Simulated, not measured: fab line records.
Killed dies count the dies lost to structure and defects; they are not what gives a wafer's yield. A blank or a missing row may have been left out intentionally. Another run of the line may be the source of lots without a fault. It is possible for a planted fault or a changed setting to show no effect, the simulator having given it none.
fab line records	flow n5-finfet
record lots=8	wafers=24	last-day=17
route steps=1938 shown FIN_SAQP@129 FIN_CUT@165 BEOL_M4@1111 PASSIVATION@1936
lots that met no fault: taken from a fault-free run of the same line
start-h: start of the lot's first displayed wafer, in hours after the record's first day	wait-h: hours elapsed since this lot's preceding step	" unchanged from the row above	L1.1+2: one row covering several wafers at once	- value missing, or start not given	* or withheld: withheld	< > ~ a bound
route shown NAME@n: a module of which the file shows steps, and the number in the route of the first	usual: mean/standard deviation of fault-free wafers	same: alike in all rows	chamber/n: place in a boat	sites: the reading at each site	_std_site: standard deviation of those values	_edge_site: inner sites' mean taken away from outer sites' mean	radius-mm: how far each site lies from the wafer's centre	mask NAME#n: copy n	behind: the tool/chamber that last shaped the wafer	hold: the reason the lot was held/the length of the hold in hours/how it ended	device: the n, p or np transistor that did not switch	end of line: the route-end tests of the same wafers	a step with no rows: only its recipe	killed: count of dies lost to structure and defects at first sort (not the wafer's yield)	map: per-die view of a wafer (x killed, . not killed, _ where there is no die)
set.NAME: the setting as run; set.NAME@STEP: as run at that earlier step	model.NAME: the simulator's own value behind a step, which no gauge read
one table for each step of the route and one row for each wafer, over a sample of lots
services: from which hour (start-h, from the record's first day; less than 0 if before it) a tool's chamber was out of use, for how many hours, and why
## steps
# step N5_FIN_SAQP_ETCH_57
# recipe chemistry=CH3F/O2	target=SiNx	mask-material=SiO2	target-depth-a=325	time-s=46.4	pressure-mtorr=30	source-w=395	bias-w=73	Ar_flow_sccm=150	CH3F_flow_sccm=30	O2_flow_sccm=20	ion-energy-ev=120	ends=cleared
# usual chamber-pressure-mTorr=30.003/0.027	drypump-motor-current-A=5.8/0.44	etch-rf-on-time-s=46.6/0.98	oes-product-au=0.66/0.08	rf-vpp-V=295/4.6	showerhead-plenum-p-Torr=2.03/0.049	throttle-valve-pct=16.45/0.24
lot.wafer	tool	chamber	start-h	wait-h	chamber-pressure-mTorr	drypump-motor-current-A	etch-rf-on-time-s	oes-product-au	rf-hours-counter-h	rf-vpp-V	showerhead-plenum-p-Torr	throttle-valve-pct
L816.1	rie-diel-01	2	36.74	0.1	30.048	5.3	46.1	0.63	188	288	1.99	16.53
L816.4	"	0	"	"	30.040	6.6	47.7	0.61	204	294	2.07	16.56
L816.6	"	1	"	"	30.006	6.4	46.6	0.81	-	299	2.05	15.89
L818.1	rie-diel-01	2	50.81	0.0	30.007	5.3	46.1	0.63	192	289	1.99	16.54
L818.3	"	3	"	"	30.021	5.5	45.9	0.63	179	295	1.99	16.45
L818.5	"	3	"	"	30.078	5.4	46.3	0.63	-	295	1.99	16.46
L823.1	rie-diel-01	0	78.95	0.2	29.987	6.7	46.6	0.61	219	293	2.06	16.58
L823.5	"	1	"	"	30.025	6.4	46.4	0.79	-	298	2.04	15.93
L823.6	"	0	"	"	29.996	6.7	48.6	0.60	-	291	2.06	16.59
L828.2	rie-diel-01	2	109.41	0.2	30.065	5.3	46.5	0.61	212	288	1.98	16.59
L828.3	"	1	"	"	29.962	6.4	44.5	0.77	42	300	2.04	15.97
L828.5	"	0	"	"	30.032	6.7	48.0	0.60	-	292	2.06	16.61
L829.1	rie-diel-06	1	115.16	0.0	30.018	6.1	44.9	0.79	12	300	2.15	16.10
L829.2	"	3	"	"	30.035	5.7	44.8	0.67	155	292	1.99	16.60
L829.4	"	2	"	"	29.990	5.5	47.5	0.59	224	302	2.06	16.60
L833.2	rie-diel-06	1	138.34	0.0	30.014	6.0	45.5	0.79	19	299	2.15	16.10
L833.5	"	1	"	"	30.030	6.1	46.4	0.78	-	300	2.14	16.09
L833.6	"	2	"	"	29.988	5.6	47.3	0.59	-	300	2.06	16.62
L835.1	rie-diel-06	1	150.76	0.2	30.023	6.1	45.6	0.79	23	299	2.14	16.11
L835.3	"	0	"	"	29.984	5.1	46.1	0.67	124	303	2.10	16.39
L835.4	"	2	"	"	29.962	5.5	47.6	0.60	238	299	2.06	16.65
L836.2	rie-diel-03	2	156.24	0.0	30.023	5.4	47.4	0.77	19	293	2.04	16.29
L836.3	"	0	"	"	29.947	5.8	45.4	0.81	8	301	2.04	16.31
L836.4	"	0	"	"	29.999	5.8	45.4	0.82	-	301	2.04	16.31
# step N5_FIN_SAQP_RECESS_63
# recipe chemistry=HF/NH3	target=SiO2	target-depth-a=180	afs-cycles=3	temp-c=30	sublimation-temp-c=180	sublimation-time-s=60
# usual drypump-motor-current-A=5.8/0.49
# same sublimation-time-s=60
lot.wafer	tool	chamber	start-h	wait-h	drypump-motor-current-A
L816.1	vapor-etch-01	1	36.96	0.1	5.0
L816.4	"	1	"	"	4.9
L816.6	"	1	"	"	5.0
L818.1	vapor-etch-01	0	51.03	0.1	6.0
L818.3	"	0	"	"	6.0
L818.5	"	0	"	"	6.0
L823.1	vapor-etch-02	1	79.17	0.1	6.1
L823.5	"	1	"	"	6.1
L823.6	"	0	"	"	6.3
L828.2	vapor-etch-02	0	109.63	0.1	6.3
L828.3	"	1	"	"	6.0
L828.5	"	0	"	"	6.3
L829.1	vapor-etch-01	1	115.38	0.1	5.0
L829.2	"	0	"	"	6.0
L829.4	"	0	"	"	6.0
L833.2	vapor-etch-02	1	138.59	0.1	6.1
L833.5	"	1	"	"	6.1
L833.6	"	0	"	"	6.3
L835.1	vapor-etch-02	0	150.98	0.1	6.3
L835.3	"	1	"	"	6.1
L835.4	"	0	"	"	6.3
L836.2	vapor-etch-02	1	156.46	0.1	6.1
L836.3	"	0	"	"	6.3
L836.4	"	1	"	"	6.1
# step N5_FIN_SAQP_ETCH_67
# recipe chemistry=CH3F/O2	target=SiNx	target-depth-a=300	mask-material=SOC	pressure-mtorr=30	source-w=395	bias-w=73	Ar_flow_sccm=150	CH3F_flow_sccm=30	O2_flow_sccm=20	ion-energy-ev=120
# usual chamber-pressure-mTorr=29.999/0.029	drypump-motor-current-A=5.8/0.45	oes-product-au=0.79/0.095	rf-vpp-V=296/4.8	showerhead-plenum-p-Torr=2.04/0.057	throttle-valve-pct=16.44/0.24
lot.wafer	tool	chamber	start-h	wait-h	chamber-pressure-mTorr	drypump-motor-current-A	oes-product-au	rf-hours-counter-h	rf-vpp-V	showerhead-plenum-p-Torr	throttle-valve-pct
L816.1	rie-diel-03	2	37.48	0.0	29.989	5.3	0.69	238	294	2.05	16.72
L816.4	"	1	"	"	30.005	6.0	0.69	245	291	1.98	16.71
L816.6	"	0	"	"	30.030	5.9	0.69	-	301	2.06	16.77
L818.1	rie-diel-01	2	51.54	0.0	30.040	5.3	0.73	193	288	1.99	16.55
L818.3	"	1	"	"	30.067	6.4	0.94	22	299	2.04	15.93
L818.5	"	0	"	"	29.982	6.7	0.71	-	292	2.07	16.58
L823.1	rie-diel-06	3	79.71	0.1	30.028	5.7	0.79	142	292	1.99	16.63
L823.5	"	0	"	"	30.019	5.2	0.82	-	305	2.11	16.37
L823.6	"	3	"	"	30.039	5.7	0.78	-	292	1.99	16.62
L828.2	rie-diel-06	0	110.14	0.0	29.971	5.1	0.81	112	306	2.11	16.38
L828.3	"	3	"	"	29.975	5.6	0.78	153	293	1.99	16.63
L828.5	"	1	"	"	30.023	6.1	0.95	-	300	2.15	16.11
L829.1	rie-diel-01	1	115.92	0.0	30.011	6.4	0.90	45	299	2.04	15.99
L829.2	"	2	"	"	29.972	5.3	0.71	215	289	1.98	16.60
L829.4	"	3	"	"	29.994	5.5	0.71	201	296	1.99	16.49
L833.2	rie-diel-06	3	139.10	0.0	29.991	5.7	0.77	165	294	1.98	16.67
L833.5	"	1	"	"	30.006	6.0	0.91	-	300	2.14	16.13
L833.6	"	2	"	"	29.991	5.5	0.69	-	301	2.06	16.66
L835.1	rie-diel-06	0	151.87	0.0	29.982	5.1	0.79	124	305	2.10	16.42
L835.3	"	3	"	"	29.988	5.7	0.77	169	293	1.98	16.67
L835.4	"	2	"	"	30.011	5.5	0.69	239	300	2.06	16.66
L836.2	rie-diel-01	3	156.97	0.0	30.034	5.4	0.71	215	296	1.98	16.53
L836.3	"	0	"	"	30.045	6.7	0.69	247	292	2.05	16.65
L836.4	"	2	"	"	30.023	5.3	0.71	229	289	1.98	16.63
# step N5_FIN_SAQP_STRIP_70
# recipe chemistry=N2/H2	power-w=500	temp-c=40	pressure-mtorr=50	rf-frequency-hz=6e+07	overash-fraction=0.3	bias-power-w=28	h2-frac=0.5	n2-flow-sccm=300	h2-flow-sccm=300
# usual chamber-pressure-mTorr=50.00/0.089	drypump-motor-current-A=5.8/0.45	h2-flow-sccm=300.1/0.9	oes-product-au=0.79/0.095	rf-vpp-V=122.1/1	showerhead-plenum-p-Torr=3.42/0.087	throttle-valve-pct=19.1/0.43
lot.wafer	tool	chamber	start-h	wait-h	chamber-pressure-mTorr	drypump-motor-current-A	h2-flow-sccm	oes-product-au	rf-hours-counter-h	rf-vpp-V	showerhead-plenum-p-Torr	throttle-valve-pct
L816.1	rie-diel-03	2	37.52	0.0	49.99	5.3	301.4	0.69	238	124.5	3.46	19.3
L816.4	"	1	"	"	49.96	6.0	300.1	0.68	245	120.8	3.31	19.2
L816.6	"	0	"	"	49.95	5.9	299.4	0.71	-	122.1	3.44	19.6
L818.1	rie-diel-01	2	51.58	0.0	49.94	5.3	298.9	0.73	193	120.3	3.34	19.0
L818.3	"	1	"	"	49.93	6.4	300.1	0.94	22	122.7	3.41	18.2
L818.5	"	0	"	"	49.98	6.7	300.4	0.71	-	122.7	3.48	18.9
L823.1	rie-diel-06	3	79.77	0.0	49.99	5.7	299.6	0.77	142	120.6	3.37	19.6
L823.5	"	0	"	"	49.98	5.2	301.8	0.84	-	122.6	3.53	19.2
L823.6	"	3	"	"	49.97	5.7	300.2	0.78	-	121.0	3.37	19.6
L828.2	rie-diel-06	0	110.18	0.0	49.94	5.2	299.7	0.81	112	121.8	3.53	19.2
L828.3	"	3	"	"	49.97	5.7	301.2	0.78	153	121.6	3.37	19.6
L828.5	"	1	"	"	50.00	6.1	299.0	0.94	-	123.4	3.58	18.4
L829.1	rie-diel-01	1	115.96	0.0	50.00	6.5	299.2	0.89	45	121.8	3.40	18.2
L829.2	"	2	"	"	49.96	5.3	298.6	0.71	215	120.8	3.33	19.1
L829.4	"	3	"	"	49.97	5.5	300.7	0.72	201	120.6	3.33	19.4
L833.2	rie-diel-06	3	139.14	0.0	50.02	5.7	299.8	0.77	165	121.1	3.36	19.6
L833.5	"	1	"	"	50.04	6.1	298.9	0.93	-	121.7	3.57	18.5
L833.6	"	2	"	"	49.93	5.6	299.5	0.69	-	120.8	3.46	19.6
L835.1	rie-diel-06	0	151.91	0.0	50.05	5.2	299.3	0.80	124	122.4	3.52	19.3
L835.3	"	3	"	"	50.00	5.7	300.0	0.77	169	122.2	3.36	19.6
L835.4	"	2	"	"	50.02	5.6	300.7	0.69	239	121.5	3.46	19.6
L836.2	rie-diel-01	3	157.01	0.0	49.99	5.5	301.4	0.71	215	121.3	3.33	19.5
L836.3	"	0	"	"	50.03	6.7	299.2	0.69	247	124.0	3.46	19.0
L836.4	"	2	"	"	50.03	5.3	300.3	0.70	229	121.1	3.32	19.1
# step N5_FIN_SAQP_INSPECT_40
# recipe inspect-instrument=brightfield	mode=aei
# usual raw-defect-count=227/63
lot.wafer	tool	chamber	start-h	wait-h	raw-defect-count
L816.1	defect-inspect-01	-	38.91	0.0	122
L816.4	"	-	"	"	247
L816.6	"	-	"	"	226
L818.1	defect-inspect-01	-	53.24	0.0	247
L818.3	"	-	"	"	191
L818.5	"	-	"	"	216
L823.1	defect-inspect-02	-	81.17	0.0	814
L823.5	"	-	"	"	788
L823.6	"	-	"	"	817
L828.2	defect-inspect-01	-	111.51	0.0	610
L828.3	"	-	"	"	710
L828.5	"	-	"	"	681
L829.1	defect-inspect-01	-	117.74	0.0	153
L829.2	"	-	"	"	215
L829.4	"	-	"	"	139
L833.2	defect-inspect-01	-	140.45	0.0	167
L833.5	"	-	"	"	227
L833.6	"	-	"	"	137
L835.1	defect-inspect-02	-	153.27	0.0	186
L835.3	"	-	"	"	296
L835.4	"	-	"	"	330
L836.2	defect-inspect-01	-	158.33	0.0	186
L836.3	"	-	"	"	218
L836.4	"	-	"	"	240
# step N5_FIN_CUT_INSPECT_10
# recipe mode=adi	inspect-instrument=brightfield
# usual raw-defect-count=41/11
lot.wafer	tool	chamber	start-h	wait-h	raw-defect-count
L816.1	defect-inspect-02	-	39.31	0.1	33
L816.4	"	-	"	"	37
L816.6	"	-	"	"	37
L818.1	defect-inspect-02	-	53.75	0.1	46
L818.3	"	-	"	"	36
L818.5	"	-	"	"	42
L823.1	defect-inspect-01	-	81.68	0.1	559
L823.5	"	-	"	"	527
L823.6	"	-	"	"	547
L828.2	defect-inspect-02	-	112.03	0.0	510
L828.3	"	-	"	"	495
L828.5	"	-	"	"	530
L829.1	defect-inspect-02	-	118.26	0.1	26
L829.2	"	-	"	"	41
L829.4	"	-	"	"	29
L833.2	defect-inspect-01	-	140.84	0.0	38
L833.5	"	-	"	"	49
L833.6	"	-	"	"	37
L835.1	defect-inspect-02	-	153.66	0.1	44
L835.3	"	-	"	"	52
L835.4	"	-	"	"	51
L836.2	defect-inspect-02	-	158.72	0.0	24
L836.3	"	-	"	"	32
L836.4	"	-	"	"	39
# step N5_BEOL_M4_RC_MEAS_101
# usual DIBL_N=36.0/1.7	DIBL_P=36.0/2	IOFF_N=0.156/0.028	IOFF_P=0.21/0.04	ION_N=673/12	ION_P=463/8.3	SS_N=71.4/0.6	SS_P=73.3/0.66	VT_N=250/3	VT_P=-250/3.8
lot.wafer	tool	chamber	start-h	wait-h	DIBL_N[mV/V]	DIBL_P[mV/V]	IOFF_N[nA/um]	IOFF_P[nA/um]	ION_N[uA/um]	ION_P[uA/um]	SS_N[mV/dec]	SS_P[mV/dec]	VT_N[mV]	VT_P[mV]
L816.1	prober-02	0	169.30	0.0	35.8	35.5	0.155	0.16	674	460	72.5	73.2	250	-257
L816.4	"	0	"	"	38.5	39.1	0.207	0.22	680	454	72.3	74.7	248	-251
L816.6	"	0	"	"	35.0	35.3	0.146	0.17	668	454	70.5	73.0	248	-256
L818.1	prober-01	0	181.50	0.0	36.4	39.0	0.167	0.26	684	469	72.0	73.6	249	-245
L818.3	"	0	"	"	35.6	36.4	0.153	0.22	667	466	71.8	72.4	253	-247
L818.5	"	0	"	"	35.0	36.8	0.141	0.21	660	462	70.9	73.0	251	-249
L823.1	prober-02	0	216.26	0.0	37.0	36.3	0.172	0.20	684	466	72.0	73.8	248	-253
L823.5	"	0	"	"	36.4	35.2	0.160	0.18	684	468	71.0	73.5	248	-253
L823.6	"	0	"	"	36.6	36.0	0.163	0.19	682	461	71.5	73.7	251	-253
L828.2	prober-01	0	245.12	0.2	35.5	34.7	0.141	0.20	656	460	70.8	73.3	254	-251
L828.3	"	0	"	"	37.3	36.9	0.182	0.23	684	472	71.4	72.7	249	-248
L828.5	"	0	"	"	37.1	37.1	0.174	0.24	688	467	71.6	73.9	249	-248
L829.1	prober-02	0	254.02	0.0	38.0	39.2	0.202	0.22	691	464	72.0	74.4	245	-251
L829.2	"	0	"	"	36.2	36.7	0.174	0.19	681	458	71.3	73.9	248	-252
L829.4	"	0	"	"	33.9	34.5	0.133	0.16	667	457	70.4	73.4	251	-256
L833.2	prober-02	0	289.62	0.2	34.4	34.3	0.118	0.18	667	462	70.8	72.6	256	-251
L833.5	"	0	"	"	35.9	36.0	0.145	0.21	662	456	71.1	73.1	250	-251
L833.6	"	0	"	"	34.5	33.9	0.125	0.18	662	463	71.1	72.5	252	-252
L835.1	prober-02	0	296.62	0.0	34.3	34.3	0.137	0.20	671	463	71.6	73.4	252	-247
L835.3	"	0	"	"	34.2	33.8	0.136	0.19	672	468	70.3	72.6	250	-249
L835.4	"	0	"	"	34.4	34.6	0.143	0.21	675	472	70.9	73.2	249	-245
L836.2	prober-01	0	298.67	0.2	35.1	35.2	0.132	0.16	676	463	70.9	72.4	251	-254
L836.3	"	0	"	"	36.1	36.0	0.156	0.18	674	461	71.5	73.2	250	-256
L836.4	"	0	"	"	35.9	36.8	0.150	0.19	680	462	71.0	72.9	251	-253
# step N5_PASSIVATION_PROBE_49
# usual defect-limited-yield=91.6/1.6	killed_at_M0_to_M3=31/10	killed_at_M4_up=14/6.3	killed-at-contacts=12/6.1	killed-at-front-end=39/12	killed-at-other=3.7/2.8	killed-dies=100/19	killed-open=66/14	killed-short=33/8.1	sort_bin_5_function=5.0/1.1	sort_bin_6_memory=3.2/0.66	sort-n-pass=1080/18	sort-yield-pct=91.6/1.6
# same gross-dies=1180	killed-at-back-side=0	sort_bin_4_leakage[%]=0	sort_bin_8_speed[%]=0
lot.wafer	tool	chamber	start-h	wait-h	defect-limited-yield[%]	killed_at_M0_to_M3	killed_at_M4_up	killed-at-contacts	killed-at-front-end	killed-at-other	killed-dies	killed-open	killed-short	sort_bin_5_function[%]	sort_bin_6_memory[%]	sort-n-pass	sort-yield-pct[%]
L823.1	prober-02	-	334.33	0.0	79.3	32	23	7	177	5	244	75	36	13.9	4.9	936	79.3
L823.5	prober-02	-	334.53	0.2	83.8	20	15	7	147	2	191	61	28	10.2	3.9	989	83.8
L823.6	prober-02	-	334.58	0.3	80.0	28	22	11	170	5	236	80	31	12.9	4.4	944	80.0
L828.2	prober-02	-	347.35	0.1	83.5	23	23	2	144	3	195	52	29	10.6	4.0	985	83.5
L828.3	prober-02	-	347.40	0.1	83.6	31	9	11	140	3	194	64	31	11.4	3.1	986	83.6
L828.5	prober-02	-	347.50	0.2	83.6	12	24	8	148	1	193	56	20	10.8	3.7	987	83.6
# killed by level:class
L823.1 FIN_SAQP:unspecified=128 FIN_SAQP:geometric-particle:open=18 BEOL_M0_SAQP:geometric-particle:open=10 BEOL_M4:geometric-particle:open=10 STARTING-WAFER:geometric-particle:short=7 MOL_CONTACT_COAG:geometric-particle:open=6 BEOL_M0_SAQP:geometric-particle:short=6 BEOL_M3:geometric-particle:open=5
L823.5 FIN_SAQP:unspecified=102 STI_FIN_REVEAL:geometric-particle:open=15 FIN_SAQP:geometric-particle:open=9 BEOL_M4:geometric-particle:open=9 BEOL_M2:geometric-particle:open=9 MOL_CONTACT_COAG:geometric-particle:open=6 GATE_CUT:geometric-particle:short=4 BEOL_M2:geometric-particle:short=4
L823.6 FIN_SAQP:unspecified=120 FIN_SAQP:geometric-particle:open=16 MOL_CONTACT_COAG:geometric-particle:open=10 BEOL_M4:geometric-particle:open=9 DUMMY_GATE:geometric-particle:open=7 FIN_SAQP:geometric-particle:short=6 BEOL_M2:geometric-particle:open=5 BEOL_M3:geometric-particle:open=5
L828.2 FIN_SAQP:unspecified=114 BEOL_M4:geometric-particle:open=15 FIN_SAQP:geometric-particle:short=7 BEOL_M0_SAQP:geometric-particle:open=6 BEOL_M0_SAQP:geometric-particle:short=6 ILD0:geometric-particle:open=5 DUMMY_GATE:geometric-particle:open=4 BEOL_M1:geometric-particle:open=4
L828.3 FIN_SAQP:unspecified=99 STI_FIN_REVEAL:geometric-particle:open=13 MOL_CONTACT_COAG:geometric-particle:open=9 BEOL_M0_SAQP:geometric-particle:open=9 BEOL_M0_SAQP:geometric-particle:short=7 BEOL_M3:geometric-particle:open=7 ILD0:geometric-particle:open=6 ILD0:geometric-particle:short=6
L828.5 FIN_SAQP:unspecified=117 BEOL_M4:geometric-particle:open=12 FIN_SAQP:geometric-particle:open=10 MOL_CONTACT_COAG:geometric-particle:open=7 ILD0:geometric-particle:short=6 DUMMY_GATE:geometric-particle:open=4 BEOL_M2:geometric-particle:open=4 BEOL_M3:geometric-particle:open=4
## services
tool	chamber	start-h	hours	kind
vapor-etch-01	-	18.09	0.8	repair
rie-diel-03	1	18.59	3.5	repair
rie-diel-03	0	41.90	2.2	repair
rie-diel-03	1	57.16	-	clean
rie-diel-03	1	57.16	-	consumable-replace:focus-ring
rie-diel-03	1	57.16	23.2	scheduled-down
rie-diel-03	1	57.16	23.2	vent-cycle
rie-diel-06	1	62.37	-	clean
rie-diel-06	1	62.37	-	consumable-replace:focus-ring
rie-diel-06	1	62.37	-	consumable-replace:showerhead
rie-diel-06	1	62.37	18.6	scheduled-down
rie-diel-06	1	62.37	18.6	vent-cycle
rie-diel-06	2	78.60	4.3	repair
rie-diel-01	3	80.46	4.2	repair
rie-diel-03	2	91.31	7.1	repair
rie-diel-03	2	98.71	-	clean
rie-diel-03	2	98.71	-	consumable-replace:focus-ring
rie-diel-03	2	98.71	21.3	scheduled-down
rie-diel-03	-	111.30	2.4	repair
vapor-etch-01	-	117.81	0.3	repair
rie-diel-06	1	132.23	6.0	repair
rie-diel-06	0	133.63	5.5	repair
rie-diel-06	-	139.31	0.5	repair
rie-diel-06	3	155.87	5.8	repair
## key
first-sign step=N5_FIN_SAQP_INSPECT_40	reading=raw-defect-count	direction=up	sigmas=8	usual=227	struck=737
effect step=N5_FIN_CUT_INSPECT_10	reading=raw-defect-count	direction=up	sigmas=43	usual=41	struck=528
effect step=N5_PASSIVATION_PROBE_49	reading=killed-at-front-end	direction=up	sigmas=9.4	usual=39	struck=154
more-kills-born-at N5_FIN_SAQP_ETCH_57@rie-diel-01=678
met-at N5_FIN_SAQP_ETCH_57
struck-lots L823,L828
not-acting-at N5_FIN_SAQP_RECESS_63,N5_FIN_SAQP_ETCH_67,N5_FIN_SAQP_STRIP_70
onset-between 50.81 78.95
fault kind=chamber-particle-source	tool=rie-diel-01	chamber=-	onset-h=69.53	steps=N5_FIN_SAQP_ETCH_57	rate-per-visit-cm2=0.75447	end-h=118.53
